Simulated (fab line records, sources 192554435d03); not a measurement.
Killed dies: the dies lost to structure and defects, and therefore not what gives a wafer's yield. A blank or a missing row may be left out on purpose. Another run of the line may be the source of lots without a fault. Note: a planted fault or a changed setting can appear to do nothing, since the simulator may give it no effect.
Lot-split experiment    flow n5Finfet    39 wafers read across 7 lots, on a route 1938 steps long

== THE SPLIT ==
At N5_BEOL_M3_ETCH_41 (etches SiCN in CH3F/O2, target depth 29.9 nm, time 52.5 s), the setting targetDepthA was moved away from the recipe's 299 angstrom on 6 of the 39 wafers read, by +51.1% to +59.8%. For the rest of the wafers, this setting stayed at what the recipe calls for.

The split's own step is where the reading is taken.

== THE READING ==
etch.depthNm (the simulator's own value, which no gauge read), in nm, at N5_BEOL_M3_ETCH_41 (etches SiCN in CH3F/O2, target depth 29.9 nm, time 52.5 s). The file gives no usual value for it. Across the 33 wafers here that went through the recipe, the average is 19.71 nm and the standard deviation 0.35 nm.

wafer   tool, chamber at the split  targetDepthA as run, angstrom  against the recipe  etch.depthNm, nm  against lot-mates on the recipe
L075.1  rieDiel-06, 1               299                            recipe              19.81             -
L075.2  rieDiel-06, 0               477.8                          +59.8%              31.58             +11.61
L075.3  rieDiel-06, 3               477.8                          +59.8%              31.59             +11.62
L075.4  rieDiel-06, 2               299                            recipe              20.09             -
L075.5  rieDiel-06, 1               477.8                          +59.8%              31.82             +11.85
L075.6  rieDiel-06, 2               299                            recipe              20.01             -
L076.2  rieDiel-05, 1               299                            recipe              19.52             -
L076.4  rieDiel-05, 0               299                            recipe              20.56             -
L076.5  rieDiel-05, 1               299                            recipe              19.42             -
L085.1  rieDiel-03, 2               299                            recipe              19.09             -
L085.2  rieDiel-03, 3               299                            recipe              19.28             -
L085.3  rieDiel-03, 1               299                            recipe              19.75             -
L085.4  rieDiel-03, 0               299                            recipe              19.47             -
L085.5  rieDiel-03, 0               299                            recipe              19.56             -
L085.6  rieDiel-03, 3               299                            recipe              19.31             -
L086.1  rieDiel-06, 3               299                            recipe              19.83             -
L086.2  rieDiel-06, 1               299                            recipe              19.92             -
L086.3  rieDiel-06, 0               299                            recipe              19.55             -
L086.4  rieDiel-06, 2               299                            recipe              19.9              -
L086.5  rieDiel-06, 2               299                            recipe              19.91             -
L086.6  rieDiel-06, 1               299                            recipe              19.63             -
L087.1  rieDiel-05, 0               299                            recipe              20.72             -
L087.2  rieDiel-05, 1               299                            recipe              19.36             -
L087.3  rieDiel-05, 3               299                            recipe              20.01             -
L087.4  rieDiel-05, 2               299                            recipe              19.75             -
L087.5  rieDiel-05, 2               299                            recipe              19.68             -
L087.6  rieDiel-05, 3               299                            recipe              19.83             -
L091.1  rieDiel-05, 3               299                            recipe              19.84             -
L091.2  rieDiel-05, 1               451.7                          +51.1%              29.11             +9.50
L091.3  rieDiel-05, 0               451.7                          +51.1%              31.33             +11.72
L091.4  rieDiel-05, 2               451.7                          +51.1%              29.68             +10.07
L091.5  rieDiel-05, 2               299                            recipe              19.71             -
L091.6  rieDiel-05, 1               299                            recipe              19.29             -
L095.1  rieDiel-06, 3               299                            recipe              19.83             -
L095.2  rieDiel-06, 1               299                            recipe              19.64             -
L095.3  rieDiel-06, 2               299                            recipe              20.09             -
L095.4  rieDiel-06, 0               299                            recipe              19.13             -
L095.5  rieDiel-06, 3               299                            recipe              19.72             -
L095.6  rieDiel-06, 0               299                            recipe              19.36             -

FIT RESULTS
A straight line over all 39 wafers: etch.depthNm changes by +0.201 nm for each +1% of targetDepthA; r = +0.99; the points scatter about the line by 0.43 nm.
The same after taking each lot's own level away (the mean of its wafers on the recipe; 39 wafers): +0.199 nm for each +1%; r = +1.00; scatter 0.4 nm.
Per that fit: largest targetDepthA move, reading shift of 12 nm.
Across the lots, their own levels run from 19.410 to 19.970 nm, a range of 1.6 times the standard deviation given above.
So the lot-to-lot level changes the slope little: the two slopes agree.
Check: with one of the wafers moved furthest among these (+59.8%) left out of the fit, the line predicts +12 nm for it against its lot-mates. Against them it came out at +11.6 nm.

== OTHER SPLITS ON THESE WAFERS ==
These wafers also went through other splits before the reading. Each is held against what the fit with the lots' levels taken away leaves over:
other split on the same wafers         wafers away from the commonest value  r with etch.depthNm (lot level and that fit taken away)
N5_FIN_SAQP_HM_DEP_03 timeS            15                                    -0.19
N5_DUMMY_GATE_ETCH_32 timeS            9                                     +0.14
N5_HKMG_FIN_ALD_71 aldCycles           18                                    +0.04
N5_GATE_CUT_DESCUM_18 timeS            15                                    -0.07
N5_BEOL_M0_SAQP_ILD_DEP_01 targetThkA  18                                    +0.03
N5_BEOL_M1_DEP_57 targetThkA           15                                    +0.13

== FILE'S OWN FIT ==
etch.depthNm changes by +0.199 nm for each +1% of targetDepthA, r = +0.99.
